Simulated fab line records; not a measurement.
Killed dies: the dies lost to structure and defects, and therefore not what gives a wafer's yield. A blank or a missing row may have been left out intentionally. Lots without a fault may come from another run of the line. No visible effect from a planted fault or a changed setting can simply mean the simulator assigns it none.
Which tool is to blame? ; flow nand harc ; 36 wafers from 12 lots sampled at 6 of the route's 1159 steps

== WHAT THE GAUGES READ, wafer by wafer ==
NHARC_P_STI_OCD_MEAS_17. Usual: trench depth nm 301.4 nm, standard deviation 2.9; trench foot cd nm 157.2 nm, standard deviation 1.8.
lot;measured;on;trench depth nm (nm);trench foot cd nm (nm);flag
L445;day 2 09:13;ocd-01;296.8 305.3 300.1;157.2 154.1 155.6;
L446;day 2 21:01;ocd-02;295.6 300.7 297.3;161.5 156.6 157.5;
L449;day 3 11:37;ocd-01;299.8 297.3 303.0;155.6 158.9 155.5;
L451;day 4 02:59;ocd-01;301.9 301.2 300.8;157.8 157.0 155.8;
L459;day 5 23:42;ocd-02;303.8 303.1 304.4;159.3 159.2 161.3;
L460;day 6 07:49;ocd-01;299.0 300.9 302.6;158.6 159.3 158.6;
L461;day 6 11:41;ocd-01;304.2 302.2 305.3;156.3 156.6 156.4;
L463;day 7 00:00;ocd-02;305.3 302.7 303.6;156.1 156.9 157.3;
L464;day 7 06:24;ocd-02;302.7 300.6 302.2;158.3 154.7 157.9;
L465;day 7 12:26;ocd-02;299.7 300.0 301.4;156.3 156.4 155.9;
L466;day 7 19:10;ocd-02;300.8 299.7 299.2;156.8 158.8 160.7;
L467;day 8 03:35;ocd-01;299.9 294.3 297.0;159.4 159.2 158.2;

NHARC_P_GATE_CD_MEAS_11: target cd 1640 nm. Usual: 1640.1 nm for cd nm, sd 1.3.
lot;measured;on;cd nm (nm);flag
L445;day 3 19:46;cd sem-02;1639.7 1639.8 1639.2;
L446;day 4 08:13;cd sem-03;1639.3 1638.6 1639.5;
L449;day 5 02:44;cd sem-01;- - -;OFF
L451;day 5 18:43;cd sem-03;1641.3 1637.2 1640.9;
L459;day 7 08:46;cd sem-01;1640.5 1642.2 1638.8;
L460;day 7 22:58;cd sem-02;1639.6 1638.6 1640.3;
L461;day 7 22:48;cd sem-01;1639.9 1640.5 1642.6;
L463;day 8 14:58;cd sem-01;1640.3 1640.4 1639.3;
L464;day 8 15:08;cd sem-02;1639.8 1639.8 1638.3;
L465;day 9 03:05;cd sem-03;1642.1 1638.2 1639.1;
L466;day 9 06:13;cd sem-02;1640.1 1639.2 1639.1;
L467;day 9 14:14;cd sem-02;1641.1 1641.9 1638.9;

NHARC_END_SORT_01. Usual: killed at array 28, standard deviation 8.9; killed at other 0.8, standard deviation 1.2; killed at periphery 3.3, standard deviation 2.3; killed dies 32, standard deviation 9.4; killed open 3.2, standard deviation 1.8; killed short 1.9, standard deviation 1.4.
lot;measured;on;killed at array;killed at other;killed at periphery;killed dies;killed open;killed short;flag
L449;day 20 11:47;prober-02;19 26 20;0 1 0;658 650 657;677 677 677;2 1 4;2 1 2;OFF

== TOOL THAT RAN EACH LOT (tool first, then ch and the chambers of the sampled wafers, then the start) ==
lot;NHARC_P_STI_DESCUM_14;NHARC_P_STI_ETCH_31;NHARC_P_GATE_EXPOSE_08
L445;rie diel-03 ch 0,3, day 2 08:40;rie diel-03 ch 0,1,3, day 2 09:13 or earlier;krf scanner-04 ch 0, day 3 19:37
L446;rie diel-12 ch 0,3, day 2 20:28;rie diel-12 ch 2,3, day 2 21:01 or earlier;krf scanner-04 ch 0, day 4 08:04
L449;rie diel-12 ch 1,3, day 3 11:06;rie diel-12 ch 0,1,2, day 3 11:37 or earlier;krf scanner-01 ch 0, day 5 02:35
L451;rie diel-12 ch 0,2, day 4 02:25;rie diel-12 ch 2,3, day 4 02:59 or earlier;krf scanner-01 ch 0, day 5 18:34
L459;rie diel-07 ch 0,2,3, day 5 23:11;rie diel-07 ch 1,2,3, day 5 23:42 or earlier;krf scanner-04 ch 0, day 7 08:37
L460;rie diel-03 ch 0,1,3, day 6 07:17;rie diel-03 ch 0,1, day 6 07:49 or earlier;krf scanner-04 ch 0, day 7 22:49
L461;rie diel-07 ch 0,1, day 6 11:09;rie diel-07 ch 0,2,3, day 6 11:41 or earlier;krf scanner-01 ch 0, day 7 22:38
L463;rie diel-03 ch 0,1,3, day 6 23:28;rie diel-03 ch 0,2,3, day 7 00:00 or earlier;krf scanner-04 ch 0, day 8 14:49
L464;rie diel-12 ch 1,2,3, day 7 05:53;rie diel-12 ch 0,1,2, day 7 06:24 or earlier;krf scanner-02 ch 0, day 8 14:58
L465;rie diel-12 ch 1,3, day 7 11:53;rie diel-12 ch 0,1, day 7 12:26 or earlier;krf scanner-04 ch 0, day 9 02:55
L466;rie diel-03 ch 1,2, day 7 18:37;rie diel-03 ch 1,2, day 7 19:10 or earlier;krf scanner-02 ch 0, day 9 06:04
L467;rie diel-12 ch 1,2, day 8 03:05;rie diel-12 ch 0,1,3, day 8 03:35 or earlier;krf scanner-01 ch 0, day 9 14:05
- NHARC_P_STI_DESCUM_14: chemistry O2, time 3 s.
- NHARC_P_STI_ETCH_31: etches the open film in CF4/CHF3, target depth 108.9 nm, time 54.5 s.
- NHARC_P_GATE_EXPOSE_08: exposes mask P HV.

== AS READ BY THE TOOLS THEMSELVES (means over the sampled wafers that have a number; for cases with no such wafer, the mark the record gives instead) ==
NHARC_P_STI_DESCUM_14. Usual: drypump motor current A 5.9 A, standard deviation 0.42; oes product au 0.998 a.u., standard deviation 0.007; rf vpp V 57.6 V, standard deviation 0.89; showerhead plenum p Torr 1.89 Torr, standard deviation 0.071; throttle valve pct 11.310 %, standard deviation 0.0092.
lot;tool;drypump motor current A (A);oes product au (a.u.);rf vpp V (V);showerhead plenum p Torr (Torr);throttle valve pct (%);flag
L445;rie diel-03;5.9;1.000;57.1;1.85;11.317;
L446;rie diel-12;6.0;0.995;56.8;1.91;11.310;
L449;rie diel-12;6.1;0.999;58.0;1.95;11.301;
L451;rie diel-12;5.6;0.995;56.8;1.89;11.310;
L459;rie diel-07;6.0;0.990;58.2;1.93;11.309;
L460;rie diel-03;6.0;1.001;57.0;1.86;11.303;
L461;rie diel-07;5.6;0.991;57.6;1.90;11.307;
L463;rie diel-03;5.9;0.997;56.8;1.86;11.304;
L464;rie diel-12;5.8;0.993;58.2;1.91;11.310;
L465;rie diel-12;5.9;1.002;57.5;1.90;11.311;
L466;rie diel-03;6.1;0.999;57.2;1.89;11.307;
L467;rie diel-12;5.6;0.997;57.5;1.92;11.315;

NHARC_P_STI_ETCH_31. Usual: drypump motor current A 5.9 A, standard deviation 0.4; oes product au 0.956 a.u., standard deviation 0.017; rf vpp V 370.0 V, standard deviation 2; showerhead plenum p Torr 1.56 Torr, standard deviation 0.053; throttle valve pct 16.803 %, standard deviation 0.0084.
lot;tool;drypump motor current A (A);oes product au (a.u.);rf vpp V (V);showerhead plenum p Torr (Torr);throttle valve pct (%);flag
L445;rie diel-03;6.0;0.962;370.0;1.53;16.803;
L446;rie diel-12;5.5;0.965;368.6;1.53;16.800;
L449;rie diel-12;6.0;0.919;371.5;1.60;16.808;
L451;rie diel-12;5.4;0.949;369.8;1.53;16.798;
L459;rie diel-07;5.5;0.968;368.4;1.54;16.800;
L460;rie diel-03;6.1;0.937;367.7;1.50;16.802;
L461;rie diel-07;6.0;0.969;371.8;1.59;16.803;
L463;rie diel-03;5.9;0.964;369.8;1.56;16.815;
L464;rie diel-12;6.0;0.966;371.8;1.60;16.802;
L465;rie diel-12;6.3;0.969;372.6;1.63;16.807;
L466;rie diel-03;6.1;0.957;368.8;1.53;16.802;
L467;rie diel-12;6.0;0.970;371.5;1.59;16.799;

== THE ANSWER, worked out from the rows above alone ==
Rule: lot off if the mean of its wafers having a number is beyond 3 standard deviations from the usual mean. A lot without any number at a reading at which 4 lots or more have one is off too. The other lots that the step has rows for count as sound. The gauges are gone through in route order, then the tools' own readings, and for those a lot's mean is taken as printed above. At the first step where some lot is off, the reading lying furthest off is the one used; lots without a number count as furthest.
Off: L449 (NHARC_P_GATE_CD_MEAS_11, cd nm). Without a number there: L449.
If a tool, at a process step before that reading, ran all the lots that are off and no sound lot after the first of them, it fits. Not tried: the gauges at NHARC_P_GATE_CD_MEAS_11; whatever is off there is also off at NHARC_END_SORT_01, on other tools, and gauge error can't account for it. NHARC_P_STI_ETCH_31 gives no start for some lots, so the hours and the order of its lots are those of NHARC_P_STI_OCD_MEAS_17. Not one of the candidates tried fits.

== WHAT HAD BEEN PUT IN BY THE SIMULATOR ==
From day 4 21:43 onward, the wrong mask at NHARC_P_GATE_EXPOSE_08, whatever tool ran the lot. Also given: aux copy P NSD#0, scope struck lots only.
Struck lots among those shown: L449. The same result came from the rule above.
